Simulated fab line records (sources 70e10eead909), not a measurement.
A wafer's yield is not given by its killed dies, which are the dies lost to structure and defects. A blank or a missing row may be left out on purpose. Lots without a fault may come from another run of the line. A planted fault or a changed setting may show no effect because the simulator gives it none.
A lot that was struck, set against a sound lot -- flow nand_harc -- 25 steps out of a route of 1302
Sound: the wafers L879.1, L879.5, L879.6. Struck: wafers L882.2, L882.3, L882.6. The cause comes at the end.
Order at every step that has rows: each side's tool, ch and its chambers, its first start. Under that, the readings that differ: sound wafers -- struck wafers -- difference of the means -- sigmas: that difference in standard deviations of wafers without a fault.
alike: readings whose means differ by less than 2 such deviations, and words and numbers that are the same on both sides. not compared: withheld readings, readings that some wafer has no value for, bounds like >300 that may hide the same value, and numbers for which the record gives no deviation and whose values overlap.
A row with sigmas, a row that says differs or no value, or rows on one side alone: a step with any of these is where the two part. Numbers that don't overlap but have no deviation are shown without sigmas and don't part them. A reading missing from all wafers of one side parts the sides only when that side holds two or more wafers.

NHARC_P_CONTACT_DEP_30: deposits SiNx, target thk 30 nm.
  sound on pecvd-01 ch 0,1,2, day 7 19:37; struck on pecvd-01 ch 0,2, day 9 04:04
  alike: heater_power_w
NHARC_P_CONTACT_DEP_00: deposits SiO2, target thk 500 nm.
  sound on pecvd-01 ch 0,1,2; struck on pecvd-01 ch 0,2
  alike: chamber_pressure_Torr, heater_power_w, throttle_valve_pct
NHARC_P_CONTACT_CMP_01: polishes SiO2, target thk 200 nm.
  sound on cmp-02 ch 1,2, day 7 20:14; struck on cmp-03 ch 0,1, day 9 04:47
  alike: motor_current_A, retaining_ring_pressure_frac
then, 8 steps without rows for these wafers: NHARC_P_CONTACT_SRD_03; NHARC_P_CONTACT_DEHYDRATE_04 (time 120 s); NHARC_P_CONTACT_HMDS_05 (time 30 s); NHARC_P_CONTACT_COAT_33 (time 75 s); NHARC_P_CONTACT_COAT_34 (time 65 s); NHARC_P_CONTACT_COAT_06 (resist thk 90 nm); NHARC_P_CONTACT_SOFTBAKE_07 (time 55 s); NHARC_P_CONTACT_EBR_08.
NHARC_P_CONTACT_EXPOSE_09: exposes mask P CA, target cd 90 nm.
  sound on arfi_scanner-02 ch 0, day 7 20:49; struck on arfi_scanner-02 ch 0, day 9 05:29
reading,sound,struck,difference,sigmas
mask,P_CA#0 P_CA#0 P_CA#0,P_CA_R1#0 P_CA_R1#0 P_CA_R1#0,differs,
then, 2 steps without rows for these wafers: NHARC_P_CONTACT_PEB_10 (peb time 65 s); NHARC_P_CONTACT_DEVELOP_11 (develop time 35 s).
NHARC_P_CONTACT_CD_MEAS_12 targets a cd of 90 nm.
  sound on cd_sem-03 ch 0, day 7 20:57; struck on cd_sem-01 ch 0
reading,sound,struck,difference,sigmas
cd_nm (nm),87.5 88.6 88.5,81.1 81.0 82.8,-6.6,-8
  not compared: hold
NHARC_P_CONTACT_OVL_MEAS_13:
  sound on overlay-01, day 7 21:02; struck on overlay-02, day 9 06:50
reading,sound,struck,difference,sigmas
hold,- - -,await_dispo/0.9h/release await_dispo/0.9h/release await_dispo/0.9h/release,no value on the sound wafers,
  alike: overlay_x_nm, overlay_y_nm
NHARC_P_CONTACT_INSPECT_14:
  sound on defect_inspect-01, day 7 21:04; struck on defect_inspect-02, day 9 06:52
  alike: raw_defect_count
NHARC_P_CONTACT_DESCUM_17: chemistry O2, time 3 s.
  sound on rie_diel-04 ch 0,1,2, day 7 21:10; struck on rie_diel-01 ch 0,1, day 9 06:56
reading,sound,struck,difference,sigmas
model.P_CONTACT.cd_nm (nm),87.93 88.54 87.62,80.79 80.82 82.08,-6.80,
  alike: drypump_motor_current_A, oes_product_au, rf_vpp_V, showerhead_plenum_p_Torr, throttle_valve_pct
  not compared: rf_hours_counter_h
NHARC_P_CONTACT_ETCH_35: etches the open film in CF4, target depth 39 nm, time 65 s.
  sound on rie_diel-04 ch 1,2,3, day 7 21:14; struck on rie_diel-01 ch 1,3, day 9 07:01
  alike: drypump_motor_current_A, oes_product_au, rf_vpp_V, showerhead_plenum_p_Torr, throttle_valve_pct
  not compared: rf_hours_counter_h
then, 1 step without rows for these wafers: NHARC_P_CONTACT_ETCH_36 (etches the open film in N2/H2, target depth 260 nm, time 406.25 s).
NHARC_P_CONTACT_ETCH_18: etches the open film in C4F8/O2/Ar, target depth 481 nm, time 240.5 s.
  sound on rie_diel-04 ch 2,3; struck on rie_diel-01 ch 0,1,3
  alike: oes_product_au, rf_vpp_V
  not compared: rf_hours_counter_h
then, 1 step without rows for these wafers: NHARC_P_CONTACT_STRIP_37 (strips in C4F8/O2/Ar).
NHARC_P_CONTACT_ETCH_31: etches the open film in CH3F/O2, target depth 30 nm, time 85.7 s.
  sound on rie_diel-04 ch 0,1,2; struck on rie_diel-01 ch 0,2
reading,sound,struck,difference,sigmas
model.P_CONTACT.cd_nm (nm),90.11 89.47 88.15,82.26 80.55 83.12,-7.27,
  alike: ch3f_flow_sccm, drypump_motor_current_A, oes_product_au, rf_vpp_V, showerhead_plenum_p_Torr, throttle_valve_pct
  not compared: rf_hours_counter_h
NHARC_P_CONTACT_CD_MEAS_19:
  sound on cd_sem-01, day 7 22:00; struck on cd_sem-01, day 9 07:59
reading,sound,struck,difference,sigmas
cd_nm (nm),89.9 89.4 88.3,82.2 80.6 83.2,-7.2,-4
  not compared: hold
-- record jumps: 19 days between struck wafers' starts before vs after; left off in module P_CONTACT, resumes in module END, first step shown is number 1302 of the route --
NHARC_END_SORT_01:
  at this point the record logs the struck wafers (prober-02 ch 0, day 27 21:08) and has no rows for the sound ones

== WHERE THEY PART ==
First at NHARC_P_CONTACT_EXPOSE_09; last, within this record, at NHARC_END_SORT_01.

WHY: whatever the simulator had introduced
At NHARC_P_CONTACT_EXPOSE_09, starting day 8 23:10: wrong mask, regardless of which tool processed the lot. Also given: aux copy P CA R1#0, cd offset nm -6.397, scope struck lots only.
